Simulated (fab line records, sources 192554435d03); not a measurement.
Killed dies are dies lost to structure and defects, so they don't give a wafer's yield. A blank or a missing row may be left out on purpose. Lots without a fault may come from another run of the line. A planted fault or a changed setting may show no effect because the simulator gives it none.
Which tool did it? | flow n5_finfet | 12 lots, 35 wafers sampled, at 4 steps of a route of 1938

WHAT THE GAUGES READ, wafer by wafer
The record holds no reading of a measuring or inspecting step that can be judged against a usual standard deviation.

WHICH TOOL RAN EACH LOT (tool, then ch and the chambers of the sampled wafers, then the start)
lot  | N5_BEOL_M7_DEGAS_44          | N5_BEOL_M7_PRE_CLEAN_45      | N5_BEOL_M7_CVD_78                | N5_BEOL_M8_ILD_DEP_00
L639 | pvd_sputter-02, day 9 12:34  | pvd_sputter-02, day 9 12:37  | cvd_co-02 ch 0,1, day 9 13:12    | pecvd-02 ch 0,1,2, day 9 14:48
L640 | pvd_sputter-03, day 10 01:37 | pvd_sputter-03, day 10 01:39 | cvd_co-02 ch 0,2, day 10 02:13   | pecvd-04 ch 1, day 10 04:18
L645 | pvd_sputter-02, day 10 08:47 | pvd_sputter-02, day 10 08:50 | cvd_co-02 ch 0,1,2, day 10 09:32 | pecvd-01 ch 0,2, day 10 12:37
L644 | pvd_sputter-03, day 10 12:40 | pvd_sputter-03, day 10 12:43 | cvd_co-02 ch 1,2, day 10 13:08   | pecvd-02 ch 0,1,2, day 10 14:54
L642 | pvd_sputter-03, day 10 21:19 | pvd_sputter-03, day 10 21:21 | cvd_co-02 ch 0,2, day 10 22:02   | pecvd-02 ch 0,1,2, day 10 23:24
L647 | pvd_sputter-02, day 11 07:22 | pvd_sputter-02, day 11 07:24 | cvd_co-02 ch 0,2, day 11 07:56   | pecvd-01 ch 0,1, day 11 09:01
L657 | pvd_sputter-02, day 13 15:56 | pvd_sputter-02, day 13 15:58 | cvd_co-01 ch 0,2, day 13 16:29   | pecvd-01 ch 0,2, day 13 17:40
L656 | pvd_sputter-02, day 14 00:23 | pvd_sputter-02, day 14 00:26 | cvd_co-02 ch 0,1,2, day 14 00:55 | pecvd-04 ch 0,1,2, day 14 02:44
L658 | pvd_sputter-02, day 14 09:00 | pvd_sputter-02, day 14 09:02 | cvd_co-02 ch 1,2, day 14 09:38   | pecvd-04 ch 1,2, day 14 11:03
L659 | pvd_sputter-03, day 15 00:23 | pvd_sputter-03, day 15 00:25 | cvd_co-02 ch 0,2, day 15 01:01   | pecvd-01 ch 0,1, day 15 02:38
L660 | pvd_sputter-03, day 15 00:28 | pvd_sputter-03, day 15 00:30 | cvd_co-01 ch 0,2, day 15 01:02   | pecvd-02 ch 0,1,2, day 15 02:22
L661 | pvd_sputter-01, day 15 02:17 | pvd_sputter-01, day 15 02:19 | cvd_co-02 ch 0,2, day 15 02:48   | pecvd-01 ch 1,2, day 15 03:57
- N5_BEOL_M7_DEGAS_44: time 60 s.
- N5_BEOL_M7_PRE_CLEAN_45: time 30 s.
- N5_BEOL_M7_CVD_78: deposits Co from CCTBA/H2, target thk 2 nm, time 142.3 s.
- N5_BEOL_M8_ILD_DEP_00: deposits SiCOH lowk from DEMS/porogen, target thk 179.75 nm, time 33.4 s.

WHAT THE TOOLS THEMSELVES READ (means of the sampled wafers that have a number; where no wafer has one, the mark that the record gives instead)
N5_BEOL_M7_DEGAS_44. Usual: heater_power_w 352 W, standard deviation 25; susceptor_temp_C 250.00 C, standard deviation 0.16.
lot  | tool           | heater_power_w (W) | susceptor_temp_C (C) | flag
L639 | pvd_sputter-02 | 363                | 250.16               |
L640 | pvd_sputter-03 | 355                | 250.17               |
L645 | pvd_sputter-02 | 349                | 249.82               |
L644 | pvd_sputter-03 | 353                | 250.09               |
L642 | pvd_sputter-03 | 385                | 249.80               |
L647 | pvd_sputter-02 | 362                | 250.04               |
L657 | pvd_sputter-02 | 370                | 250.06               |
L656 | pvd_sputter-02 | 347                | 250.08               |
L658 | pvd_sputter-02 | 357                | 249.76               |
L659 | pvd_sputter-03 | 347                | 250.38               |
L660 | pvd_sputter-03 | 339                | 250.07               |
L661 | pvd_sputter-01 | 353                | 250.03               |

N5_BEOL_M7_PRE_CLEAN_45. Usual: heater_power_w 352 W, standard deviation 25; susceptor_temp_C 250.01 C, standard deviation 0.16.
lot  | tool           | heater_power_w (W) | susceptor_temp_C (C) | flag
L639 | pvd_sputter-02 | 354                | 249.96               |
L640 | pvd_sputter-03 | 356                | 250.04               |
L645 | pvd_sputter-02 | 350                | 249.86               |
L644 | pvd_sputter-03 | 346                | 249.98               |
L642 | pvd_sputter-03 | 375                | 250.10               |
L647 | pvd_sputter-02 | 358                | 249.82               |
L657 | pvd_sputter-02 | 365                | 250.01               |
L656 | pvd_sputter-02 | 346                | 249.94               |
L658 | pvd_sputter-02 | 363                | 250.13               |
L659 | pvd_sputter-03 | 353                | 249.85               |
L660 | pvd_sputter-03 | 330                | 250.08               |
L661 | pvd_sputter-01 | 353                | 250.00               |

N5_BEOL_M7_CVD_78. Usual: run_length_s 165.2 s, standard deviation 0.5.
lot  | tool      | run_length_s (s) | flag
L639 | cvd_co-02 | 165.3            |
L640 | cvd_co-02 | 165.1            |
L645 | cvd_co-02 | 165.2            |
L644 | cvd_co-02 | 165.0            |
L642 | cvd_co-02 | 141.6            | OFF
L647 | cvd_co-02 | 147.2            | OFF
L657 | cvd_co-01 | 165.5            |
L656 | cvd_co-02 | 164.9            |
L658 | cvd_co-02 | 164.9            |
L659 | cvd_co-02 | 165.0            |
L660 | cvd_co-01 | 165.4            |
L661 | cvd_co-02 | 165.2            |

N5_BEOL_M8_ILD_DEP_00. Usual: heater_power_w 328 W, standard deviation 52; showerhead_plenum_p_Torr 5.738 Torr, standard deviation 0.013; susceptor_temp_C 299.97 C, standard deviation 0.19; throttle_valve_pct 14.1 %, standard deviation 0.98.
lot  | tool     | heater_power_w (W) | showerhead_plenum_p_Torr (Torr) | susceptor_temp_C (C) | throttle_valve_pct (%) | flag
L639 | pecvd-02 | 309                | 5.745                           | 300.05               | 13.5                   |
L640 | pecvd-04 | 329                | 5.756                           | 300.17               | 15.0                   |
L645 | pecvd-01 | 327                | 5.732                           | 299.82               | 13.4                   |
L644 | pecvd-02 | 341                | 5.738                           | 300.10               | 13.6                   |
L642 | pecvd-02 | 340                | 5.750                           | 299.91               | 13.6                   |
L647 | pecvd-01 | 350                | 5.735                           | 300.13               | 14.8                   |
L657 | pecvd-01 | 355                | 5.738                           | 299.96               | 13.5                   |
L656 | pecvd-04 | 257                | 5.751                           | 300.13               | 14.4                   |
L658 | pecvd-04 | 282                | 5.745                           | 300.06               | 13.6                   |
L659 | pecvd-01 | 383                | 5.741                           | 299.76               | 14.5                   |
L660 | pecvd-02 | 338                | 5.744                           | 299.96               | 13.7                   |
L661 | pecvd-01 | 345                | 5.719                           | 300.08               | 14.8                   |

THE ANSWER, worked out from the rows above alone
Rule: a lot is off if the mean of its wafers that have a number lies more than 3 standard deviations from the usual mean. A lot without any number at a reading at which 4 lots or more have one is off too. The other lots that the step has rows for count as sound. The gauges are gone through in route order, then the tools' own readings, and for those a lot's mean is taken as printed above. The first step at which some lot is off is used, and at that step the reading that is off furthest; a lot without a number counts as furthest.
Off: L642, L647, at N5_BEOL_M7_CVD_78 (run_length_s).
A tool fits if, at that step or a process step before it, it ran every lot that is off, and no sound lot after the first of them. None of those tried fits.

WHAT THE SIMULATOR HAD PUT IN
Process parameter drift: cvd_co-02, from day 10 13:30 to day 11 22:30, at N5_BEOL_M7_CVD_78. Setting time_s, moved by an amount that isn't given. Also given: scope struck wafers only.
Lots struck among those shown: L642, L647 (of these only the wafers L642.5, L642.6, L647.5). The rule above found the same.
